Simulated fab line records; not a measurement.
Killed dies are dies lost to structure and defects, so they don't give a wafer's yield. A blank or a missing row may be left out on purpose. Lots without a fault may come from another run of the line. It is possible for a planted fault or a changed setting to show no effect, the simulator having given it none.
fab line records | flow nand-harc
record lots=14 | wafers=42 | last-day=24
route steps=1159 shown P_START@1 P_ZERO_WELL@58 P_STI@90 P_GATE@122
lots with no fault: from the same line, run without faults
start-h: hours from the record's first day to the start of the lot's first wafer shown | wait-h: hours from the lot's prior step to this one | " unchanged from the row above | L1.1+2: several wafers, shown together as one row | - no value, or no start was given | * or withheld: withheld | < > ~ a bound
route shown NAME@n: a module of which the file shows steps, and the number in the route of the first | usual: average and standard deviation across the fault-free wafers | same: alike in all rows | chamber/n: place in a boat | sites: readings site by site | _std_site: standard deviation of those values | _edge_site: inner sites' mean taken away from outer sites' mean | radius-mm: for every site, how far away it sits from the centre of the wafer | mask NAME#n: copy n | behind: the most recent tool/chamber to have shaped the wafer | hold: cause of the lot's hold/its duration in hours/its outcome | device: transistor that didn't switch, given as n, p or np | end of line: tests run on the same wafers once the route is complete | for a step that has no rows: nothing shown but its recipe | killed: dies lost to structure and defects at the first sort, not the wafer's yield | map: a wafer's dies, x killed, . not, _ none there
set.NAME: the setting the step ran with; set.NAME@STEP: the setting that earlier step ran with | model.NAME: the simulator's own value behind a step, which no gauge read
a sample of lots followed through the steps of the route, with each step as a table and each wafer as a row
services: the hour from which a tool's chamber was out of use, counted from the record's first day as start-h (under 0 if before that day), plus the number of hours and why
## steps
# step NHARC_P_START_INSPECT_01
# usual raw-defect-count=3.3/1.8
lot.wafer | tool              | chamber | start-h | wait-h | raw-defect-count
L196.1    | defect-inspect-01 | -       | 12.04   | -      | 4
L196.5    | "                 | -       | "       | "      | 1
L196.6    | "                 | -       | "       | "      | 4
L197.1    | defect-inspect-01 | -       | 18.04   | -      | 8
L197.3    | "                 | -       | "       | "      | 2
L197.4    | "                 | -       | "       | "      | 2
L198.2    | defect-inspect-02 | -       | 24.05   | -      | 4
L198.4    | "                 | -       | "       | "      | 4
L198.5    | "                 | -       | "       | "      | 3
L199.1    | defect-inspect-02 | -       | 30.04   | -      | 2
L199.5    | "                 | -       | "       | "      | 3
L199.6    | "                 | -       | "       | "      | 2
L200.3    | defect-inspect-01 | -       | 36.05   | -      | 2
L200.4    | "                 | -       | "       | "      | 5
L200.6    | "                 | -       | "       | "      | 3
L202.2    | defect-inspect-01 | -       | 48.04   | -      | 1
L202.5    | "                 | -       | "       | "      | 4
L202.6    | "                 | -       | "       | "      | 4
L203.3    | defect-inspect-02 | -       | 54.05   | -      | 6
L203.4    | "                 | -       | "       | "      | 6
L203.5    | "                 | -       | "       | "      | 1
L211.1    | defect-inspect-01 | -       | 102.04  | -      | 1
L211.4    | "                 | -       | "       | "      | 1
L211.5    | "                 | -       | "       | "      | 4
L212.2    | defect-inspect-02 | -       | 108.04  | -      | 9
L212.4    | "                 | -       | "       | "      | 1
L212.6    | "                 | -       | "       | "      | 7
L214.2    | defect-inspect-01 | -       | 120.04  | -      | 7
L214.3    | "                 | -       | "       | "      | 2
L214.5    | "                 | -       | "       | "      | 3
L215.1    | defect-inspect-01 | -       | 126.04  | -      | 5
L215.2    | "                 | -       | "       | "      | 4
L215.6    | "                 | -       | "       | "      | 6
L216.4    | defect-inspect-02 | -       | 132.05  | -      | 2
L216.5    | "                 | -       | "       | "      | 4
L216.6    | "                 | -       | "       | "      | 8
L218.2    | defect-inspect-01 | -       | 144.04  | -      | 4
L218.5    | "                 | -       | "       | "      | 3
L218.6    | "                 | -       | "       | "      | 4
L219.3    | defect-inspect-02 | -       | 150.04  | -      | 3
L219.4    | "                 | -       | "       | "      | 2
L219.5    | "                 | -       | "       | "      | 4
# step NHARC_P_ZERO_WELL_DEVELOP_51
# recipe time-s=70
# usual chill-plate-temp-C=22.99/0.099 | exhaust-pa=45.1/0.91
lot.wafer | tool           | chamber | start-h | wait-h | chill-plate-temp-C | exhaust-pa
L196.1    | litho-track-03 | 0       | 17      | -      | 22.90              | 46.0
L196.5    | "              | 0       | "       | "      | 23.02              | 45.7
L196.6    | "              | 0       | "       | "      | 22.73              | 43.8
L197.1    | litho-track-07 | 0       | 23      | -      | 22.85              | 45.1
L197.3    | "              | 0       | "       | "      | 22.97              | 43.9
L197.4    | "              | 0       | "       | "      | 23.00              | 44.3
L198.2    | litho-track-07 | 0       | 29      | -      | 22.99              | 45.3
L198.4    | "              | 0       | "       | "      | 22.92              | 45.0
L198.5    | "              | 0       | "       | "      | 22.95              | 46.6
L199.1    | litho-track-05 | 0       | 35      | -      | 22.87              | 44.8
L199.5    | "              | 0       | "       | "      | 22.91              | 43.9
L199.6    | "              | 0       | "       | "      | 23.17              | 44.6
L200.3    | litho-track-07 | 0       | 41      | -      | 23.06              | 45.2
L200.4    | "              | 0       | "       | "      | 23.10              | 45.5
L200.6    | "              | 0       | "       | "      | 23.18              | 44.7
L202.2    | litho-track-05 | -       | 53      | -      | -                  | -
L202.5    | "              | -       | "       | "      | -                  | -
L202.6    | "              | -       | "       | "      | -                  | -
L203.3    | litho-track-07 | -       | 59      | -      | -                  | -
L203.4    | "              | -       | "       | "      | -                  | -
L203.5    | "              | -       | "       | "      | -                  | -
L211.1    | litho-track-05 | 0       | 107     | -      | 23.05              | 45.2
L211.4    | "              | 0       | "       | "      | 23.01              | 45.6
L211.5    | "              | 0       | "       | "      | 23.12              | 46.3
L212.2    | litho-track-07 | 0       | 113     | -      | 23.13              | 44.6
L212.4    | "              | 0       | "       | "      | 23.09              | 45.3
L212.6    | "              | 0       | "       | "      | 22.99              | 44.7
L214.2    | litho-track-07 | 0       | 125     | -      | 22.85              | 43.3
L214.3    | "              | 0       | "       | "      | 22.85              | 44.4
L214.5    | "              | 0       | "       | "      | 23.02              | 45.3
L215.1    | litho-track-05 | 0       | 131     | -      | 23.09              | 45.9
L215.2    | "              | 0       | "       | "      | 23.10              | 46.4
L215.6    | "              | 0       | "       | "      | 23.00              | 47.1
L216.4    | litho-track-07 | 0       | 137     | -      | 23.03              | 44.8
L216.5    | "              | 0       | "       | "      | 23.16              | 45.3
L216.6    | "              | 0       | "       | "      | 23.11              | 44.6
L218.2    | litho-track-07 | 0       | 149     | -      | 22.89              | 44.1
L218.5    | "              | 0       | "       | "      | 22.90              | 46.9
L218.6    | "              | 0       | "       | "      | 23.07              | 45.3
L219.3    | litho-track-05 | 0       | 155     | -      | 22.98              | 46.1
L219.4    | "              | 0       | "       | "      | 22.94              | 44.8
L219.5    | "              | 0       | "       | "      | 23.02              | 45.3
# step NHARC_P_STI_ETCH_15
# recipe target-depth-a=3000 | taper-deg=4 | time-s=100.1 | hbr-flow-sccm=150 | cl2-flow-sccm=50 | rf-w=400 | icp-w=400 | bias-w=100 | chemistry=HBr/Cl2
# usual drypump-motor-current-A=5.4/0.36 | hbr-flow-sccm=150.0/0.48 | oes-product-au=0.999/0.013 | throttle-valve-pct=26.405/0.009
lot.wafer | tool      | chamber | start-h | wait-h | drypump-motor-current-A | hbr-flow-sccm | oes-product-au | rf-hours-counter-h | throttle-valve-pct
L197.4    | rie-si-03 | 3       | 38.02   | -      | 5.6                     | 150.0         | 1.001          | 0.3                | 26.401
L197.3    | "         | 1       | "       | "      | 5.8                     | 150.0         | 0.990          | 0.4                | 26.395
L197.1    | "         | 2       | "       | "      | 5.1                     | 149.7         | 0.992          | 0.2                | 26.399
L196.1    | rie-si-06 | 0       | 38.10   | -      | 5.7                     | 149.9         | 0.999          | 0.1                | 26.396
L196.6    | "         | 1       | "       | "      | 5.7                     | 149.8         | 1.007          | -                  | 26.395
L196.5    | "         | 2       | "       | "      | 5.6                     | 150.0         | 1.015          | -                  | 26.395
L198.2    | rie-si-01 | 0       | 50.55   | -      | 4.8                     | 150.2         | 1.001          | 0.8                | 26.398
L198.4    | "         | 1       | "       | "      | 5.6                     | 149.9         | 1.002          | 0.7                | 26.398
L198.5    | "         | 1       | "       | "      | 5.6                     | 150.4         | 1.013          | -                  | 26.408
L199.1    | rie-si-03 | 0       | 50.61   | -      | 5.7                     | 149.6         | 1.000          | 0.4                | 26.398
L199.6    | "         | 3       | "       | "      | 5.6                     | 149.1         | 0.989          | -                  | 26.432
L199.5    | "         | 0       | "       | "      | 5.7                     | 150.3         | 0.996          | -                  | 26.402
L200.3    | rie-si-03 | 3       | 59.63   | -      | 5.6                     | 149.6         | 0.997          | 0.5                | 26.406
L200.4    | "         | 0       | "       | "      | 5.7                     | 150.3         | 1.009          | 0.6                | 26.396
L200.6    | "         | 2       | "       | "      | 5.1                     | 150.8         | 0.983          | -                  | 26.402
L211.4    | rie-si-03 | 1       | 126.55  | -      | 5.8                     | 149.2         | 0.996          | 0.9                | 26.418
L211.1    | "         | 2       | "       | "      | 5.1                     | 151.2         | 0.984          | 0.9                | 26.414
L211.5    | "         | 0       | "       | "      | 5.7                     | 150.1         | 0.994          | -                  | 26.408
L212.4    | rie-si-03 | 1       | 134.65  | -      | 5.8                     | 150.2         | 1.002          | 1.0                | 26.392
L212.2    | "         | 2       | "       | "      | 5.1                     | 149.3         | 0.982          | 1.0                | 26.414
L212.6    | "         | 0       | "       | "      | 5.7                     | 150.2         | 0.997          | -                  | 26.406
L214.2    | rie-si-03 | 2       | 145.39  | -      | 5.0                     | 149.7         | 0.981          | 1.1                | 26.413
L214.3    | "         | 3       | "       | "      | 5.6                     | 150.0         | 0.992          | 1.2                | 26.399
L214.5    | "         | 1       | "       | "      | 5.8                     | 149.1         | 0.996          | -                  | 26.402
L215.1    | rie-si-06 | 1       | 150.00  | -      | 5.6                     | 151.2         | 1.011          | 0.9                | 26.410
L215.2    | "         | 2       | "       | "      | 5.6                     | 150.4         | 1.015          | 0.8                | 26.400
L215.6    | "         | 1       | "       | "      | 5.7                     | 151.0         | 0.999          | -                  | 26.392
L216.4    | rie-si-06 | 3       | 158.03  | -      | 4.9                     | 149.9         | 1.004          | 0.8                | 26.410
L216.5    | "         | 0       | "       | "      | 5.7                     | 149.5         | 0.985          | -                  | 26.411
L216.6    | "         | 1       | "       | "      | 5.6                     | 150.5         | 1.000          | -                  | 26.394
L219.4    | rie-si-06 | 2       | 169.84  | -      | 5.6                     | 150.2         | 1.005          | 0.9                | 26.412
L219.3    | "         | 3       | "       | "      | 4.9                     | 149.4         | 1.004          | 0.9                | 26.396
L219.5    | "         | 2       | "       | "      | 5.6                     | 150.9         | 1.004          | -                  | 26.412
L218.2    | rie-si-01 | 1       | 169.88  | -      | 5.7                     | 149.8         | 1.009          | 0.3                | 26.412
L218.6    | "         | 1       | "       | "      | 5.7                     | 149.9         | 1.001          | -                  | 26.403
L218.5    | "         | 2       | "       | "      | 5.7                     | 151.1         | 0.983          | -                  | 26.389
# step NHARC_P_GATE_CD_MEAS_11
# recipe target-cd-nm=1640 | landing-energy-ev=500
# usual cd-nm=1638.5/2
lot.wafer | tool      | chamber | start-h | wait-h | cd-nm
L197.1    | cd-sem-03 | 0       | 69.70   | -      | 1637.2
L197.3    | "         | 0       | "       | "      | 1639.9
L197.4    | "         | 0       | "       | "      | 1637.0
L196.1    | cd-sem-03 | 0       | 69.86   | -      | 1640.0
L196.5    | "         | 0       | "       | "      | 1638.4
L196.6    | "         | 0       | "       | "      | 1637.6
L199.1    | cd-sem-01 | 0       | 87.57   | -      | 1636.9
L199.5    | "         | 0       | "       | "      | 1639.0
L199.6    | "         | 0       | "       | "      | 1636.6
L198.2    | cd-sem-01 | 0       | 87.61   | -      | 1641.5
L198.4    | "         | 0       | "       | "      | 1638.2
L198.5    | "         | 0       | "       | "      | 1637.0
L200.3    | cd-sem-01 | 0       | 96.98   | -      | 1639.3
L200.4    | "         | 0       | "       | "      | 1636.2
L200.6    | "         | 0       | "       | "      | 1636.2
L211.1    | cd-sem-02 | 0       | 167.74  | -      | 1642.9
L211.4    | "         | 0       | "       | "      | 1637.9
L211.5    | "         | 0       | "       | "      | 1637.6
L212.2    | cd-sem-02 | 0       | 174.17  | -      | 1637.8
L212.4    | "         | 0       | "       | "      | 1638.1
L212.6    | "         | 0       | "       | "      | 1639.7
L214.2    | cd-sem-02 | 0       | 183.20  | -      | 1638.3
L214.3    | "         | 0       | "       | "      | 1638.5
L214.5    | "         | 0       | "       | "      | 1641.3
L215.1    | cd-sem-03 | 0       | 183.24  | -      | 1636.7
L215.2    | "         | 0       | "       | "      | 1636.7
L215.6    | "         | 0       | "       | "      | 1637.1
L216.4    | cd-sem-01 | 0       | 196.50  | -      | 1642.1
L216.5    | "         | 0       | "       | "      | 1638.2
L216.6    | "         | 0       | "       | "      | 1640.1
L218.2    | cd-sem-01 | 0       | 210.83  | -      | 1637.8
L218.5    | "         | 0       | "       | "      | 1636.6
L218.6    | "         | 0       | "       | "      | 1636.0
L219.3    | cd-sem-03 | 0       | 210.99  | -      | 1637.2
L219.4    | "         | 0       | "       | "      | 1638.0
L219.5    | "         | 0       | "       | "      | 1635.5
## services
tool           | chamber | start-h | hours | kind
rie-si-06      | -       | 6.00    | 9.0   | pm
rie-si-06      | 0       | 6.00    | 9.0   | vent-cycle
rie-si-06      | 1       | 6.00    | 9.0   | vent-cycle
rie-si-06      | 2       | 6.00    | 9.0   | vent-cycle
rie-si-06      | 3       | 6.00    | 9.0   | vent-cycle
litho-track-07 | -       | 14.00   | 7.0   | pm
rie-si-06      | 0       | 15.00   | -     | clean
rie-si-03      | 2       | 20.17   | 12.3  | repair
litho-track-03 | -       | 38.00   | 7.0   | pm
litho-track-05 | -       | 62.00   | 7.0   | pm
rie-si-03      | 1       | 83.72   | 11.7  | repair
rie-si-06      | 3       | 83.74   | 3.2   | repair
rie-si-06      | 2       | 88.08   | 9.3   | repair
rie-si-01      | -       | 127.00  | 9.0   | pm
rie-si-01      | 0       | 139.46  | 8.0   | repair
rie-si-03      | -       | 155.01  | 9.0   | pm
rie-si-03      | 0       | 155.01  | 9.0   | vent-cycle
rie-si-03      | 1       | 155.01  | 9.0   | vent-cycle
rie-si-03      | 2       | 155.01  | 9.0   | vent-cycle
rie-si-03      | 3       | 155.01  | 9.0   | vent-cycle
rie-si-03      | 0       | 164.01  | -     | clean
rie-si-03      | 1       | 164.01  | -     | clean
rie-si-03      | 2       | 164.01  | -     | clean
rie-si-03      | 3       | 164.01  | -     | clean
## key
first-sign step=NHARC_P_ZERO_WELL_DEVELOP_51 | reading=tool-record | direction=missing
effect none on later readings
met-at NHARC_P_ZERO_WELL_DEVELOP_51
struck-lots L202,L203
later-rows-left-out L202.2,L202.5,L202.6,L203.3,L203.4,L203.5
sort-left-out L202.2,L202.5,L202.6,L203.3,L203.4,L203.5
tester-left-out L202,L203
not-acting-at NHARC_P_START_INSPECT_01,NHARC_P_STI_ETCH_15,NHARC_P_GATE_CD_MEAS_11
onset-between 41 53
fault kind=skipped-step-whole | tool=litho-track-05,litho-track-07 | chamber=- | onset-h=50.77 | steps=NHARC_P_ZERO_WELL_DEVELOP_51 | scope=struck-lots-only
# tester-left-out: of these lots the tester's yield and bins aren't shown, on N5 and GAA mostly nor the transistor test; their killed dies are dies lost to structure and defects alone, not to doping, threshold or leakage, so they don't give the yield
# sort-left-out: the simulated sort isn't trusted on such a fault, so these wafers' sort isn't shown, and their yield isn't known
# later-rows-left-out: the simulator's readings of these wafers behind a module that went badly wrong aren't trusted and aren't shown, but for the sort
